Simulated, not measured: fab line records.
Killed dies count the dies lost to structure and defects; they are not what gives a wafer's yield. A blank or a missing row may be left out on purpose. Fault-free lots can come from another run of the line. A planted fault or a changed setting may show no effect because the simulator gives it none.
Matching of chambers    flow n5-finfet    N5_BEOL_M1_ILD_DEP_00 on pecvd-03 has 3 sister chambers
The step deposits SiOC from DEMS/O2, target thk 79 nm, time 15.3 s. 3 wafers are shown with their chamber, then 10 later ones without.

WAFERS WITH THEIR CHAMBER
wafer   chamber  throttle-valve-pct (%)
L084.6  2        10.6
L086.1  1        12.5
L086.3  0        11.8

WAFERS WHOSE CHAMBER IS MISSING
wafer   throttle-valve-pct (%)
L086.5  11.8
L094.2  12.0
L094.3  10.5
L094.5  10.7
L096.2  10.6
L096.4  12.7
L096.5  10.8
L097.3  10.6
L097.5  12.0
L097.6  10.6

EACH ONE'S CHAMBER
wafer   from the rows above  in truth
L086.5  0                    0
L094.2  0                    0
L094.3  2                    2
L094.5  2                    2
L096.2  2                    2
L096.4  1                    1
L096.5  2                    2
L097.3  2                    2
L097.5  0                    0
L097.6  2                    2
Correctly placed: 10 of 10. Number that these rows cannot place: 0. Number placed wrongly: 0.
How it was worked out, from the rows above alone: a wafer's distance from a chamber is the root of the sum, over the readings, of the square of ((its reading less the chamber's mean) divided by the reading's scatter). If the next closest chamber is less than 2 further off than the closest, the wafer can't be placed; otherwise it belongs to the closest. A chamber's mean is the mean of its shown wafers. The scatter: with one shown wafer a chamber, the root of the mean of the squares of how far each hidden wafer lies from its nearest shown one.
